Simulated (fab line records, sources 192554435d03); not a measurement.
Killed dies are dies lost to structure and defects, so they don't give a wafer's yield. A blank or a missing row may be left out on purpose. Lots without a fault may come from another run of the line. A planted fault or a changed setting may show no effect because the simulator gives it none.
Chamber matching | flow n5_finfet | N5_BEOL_M5_ETCH_67 on rie_diel-03: 4 sister chambers
The step etches SiARC in CF4, target depth 15.6 nm, time 26 s. 4 wafers are shown with their chamber, then 8 later ones without.

WAFERS WITH THEIR CHAMBER
wafer  | chamber | drypump_motor_current_A (A)
L079.3 | 3       | 6.3
L085.2 | 2       | 6.1
L085.6 | 1       | 6.1
L091.2 | 0       | 4.9

WAFERS WITHOUT THEIR CHAMBER
wafer  | drypump_motor_current_A (A)
L091.5 | 4.9
L091.6 | 6.3
L095.2 | 6.1
L095.5 | 4.9
L095.6 | 6.0
L094.3 | 6.0
L094.5 | 6.1
L094.6 | 6.1

WHICH CHAMBER EACH WENT THROUGH
wafer  | from the rows above     | in truth
L091.5 | 0                       | 0
L091.6 | 3                       | 3
L095.2 | can't be placed: 1 or 2 | 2
L095.5 | 0                       | 0
L095.6 | can't be placed: 1 or 2 | 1
L094.3 | can't be placed: 1 or 2 | 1
L094.5 | can't be placed: 1 or 2 | 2
L094.6 | can't be placed: 1 or 2 | 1
Placed correctly: 3 of 8. Can't be placed from these rows: 5 (the true chamber is among the candidates in 5). Placed wrongly: 0.
How it was worked out, from the rows above alone: a wafer's distance from a chamber is the root of the sum, over the readings, of the square of ((its reading less the chamber's mean) divided by the reading's scatter). The wafer belongs to the nearest chamber; if the next one is less than 2 further off, it can't be placed. A chamber's mean is the mean of its shown wafers. The scatter: with one shown wafer a chamber, the root of the mean of the squares of how far each hidden wafer lies from its nearest shown one.
